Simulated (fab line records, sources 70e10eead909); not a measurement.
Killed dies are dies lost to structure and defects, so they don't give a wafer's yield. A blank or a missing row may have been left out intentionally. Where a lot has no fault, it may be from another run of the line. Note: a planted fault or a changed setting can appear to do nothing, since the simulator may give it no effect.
A struck lot beside a sound one + flow nand harc + 15 steps out of a route of 1159
Sound: these wafers, L519.1, L519.3, L519.6. The struck wafers were L526.2, L526.4, L526.5. The cause comes at the end.
Each step with rows lists, per side, the tool, then ch with its chambers, then its first start. Under that, the readings that differ: sound wafers + struck wafers + difference of the means + sigmas: that difference in standard deviations of wafers without a fault.
alike: same words and numbers on both sides, and readings whose means sit less than 2 such deviations apart. not compared: any withheld reading, any reading some wafer has no value for, any bound like >300 that may hide the same value, and any number with overlapping values for which the record gives no deviation.
Wherever a step has rows on one side only, a row that says differs or no value, or a row with sigmas, the two part there. When numbers do not overlap yet have no deviation, they are printed without sigmas and do not part them. A reading that every wafer of one side lacks parts them only if that side has two wafers or more.

first, 1 step without rows for these wafers: NHARC_A_ONON_D1_DEP_03 (target thk 1000 nm).
NHARC_A_ONON_D1_THK_MEAS_05: measures by ellipsometry.
  struck on film metro-02, day 10 20:52; sound on film metro-02, day 8 18:28
  alike: thk nm
then NHARC_A_ONON_D1_DEP_06 (target thk 1000 nm), 1 step lacking rows for these wafers.
NHARC_A_ONON_D1_THK_MEAS_08: measures by ellipsometry.
  struck on film metro-01, day 10 21:26; sound on film metro-02, day 8 19:02
  alike: thk nm
then NHARC_A_ONON_D1_DEP_09 (target thk 1000 nm), 1 step lacking rows for these wafers.
NHARC_A_ONON_D1_THK_MEAS_11: measures by ellipsometry.
  struck on film metro-01, day 10 22:00; sound on film metro-02, day 8 19:36
| reading     | sound          | struck      | difference | sigmas |
|-------------|----------------|-------------|------------|--------|
| thk nm (nm) | 1013 1013 1014 | 991 991 991 | -22        | -2     |
then NHARC_A_ONON_D1_DEP_12 (target thk 1000 nm), 1 step lacking rows for these wafers.
NHARC_A_ONON_D1_THK_MEAS_14: measures by ellipsometry.
  struck on film metro-02, day 10 22:34; sound on film metro-01, day 8 20:11
| reading     | sound          | struck      | difference | sigmas |
|-------------|----------------|-------------|------------|--------|
| thk nm (nm) | 1013 1014 1014 | 997 998 998 | -16        | -2     |
then, 2 steps without rows for these wafers: NHARC_A_ONON_D1_ANNEAL_15 (time 3600 s); NHARC_A_ONON_D1_DEP_16 (target thk 1000 nm).
NHARC_A_ONON_D1_THK_MEAS_18: measures by ellipsometry.
  struck on film metro-02, day 11 05:37; sound on film metro-01, day 9 04:04
  alike: thk nm
NHARC_A_ONON_D1_DEP_19: target thk 1000 nm.
  sound on pecvd onon-03 ch 0, day 9 04:08; struck on pecvd onon-03 ch 0, day 11 05:44
| reading              | sound                | struck               | difference | sigmas |
|----------------------|----------------------|----------------------|------------|--------|
| susceptor temp C (C) | 400.43 400.43 400.33 | 399.78 399.98 399.93 | -0.50      | -2     |
NHARC_A_ONON_D1_THK_MEAS_21: measures by ellipsometry.
  struck on film metro-01, day 11 06:13; sound on film metro-01, day 9 04:38
| reading     | sound       | struck         | difference | sigmas |
|-------------|-------------|----------------|------------|--------|
| thk nm (nm) | 991 989 991 | 1622 1619 1619 | +630       | +66    |
then NHARC_A_ONON_D1_DEP_22 (target thk 1000 nm), 1 step lacking rows for these wafers.
-- jump in the record: it breaks off in module A_ONON_D1 and resumes in module END (first step shown: number 1159 of the route), and 11 days separate the struck wafers' starts before and after --
NHARC_END_SORT_01:
  here the record holds rows for the struck wafers (prober-01 ch 0, day 22 11:26) but none for the sound ones

## WHERE THEY PART
Last at NHARC_END_SORT_01 as far as this record goes, first at NHARC_A_ONON_D1_THK_MEAS_11.

WHY: whatever the simulator had introduced
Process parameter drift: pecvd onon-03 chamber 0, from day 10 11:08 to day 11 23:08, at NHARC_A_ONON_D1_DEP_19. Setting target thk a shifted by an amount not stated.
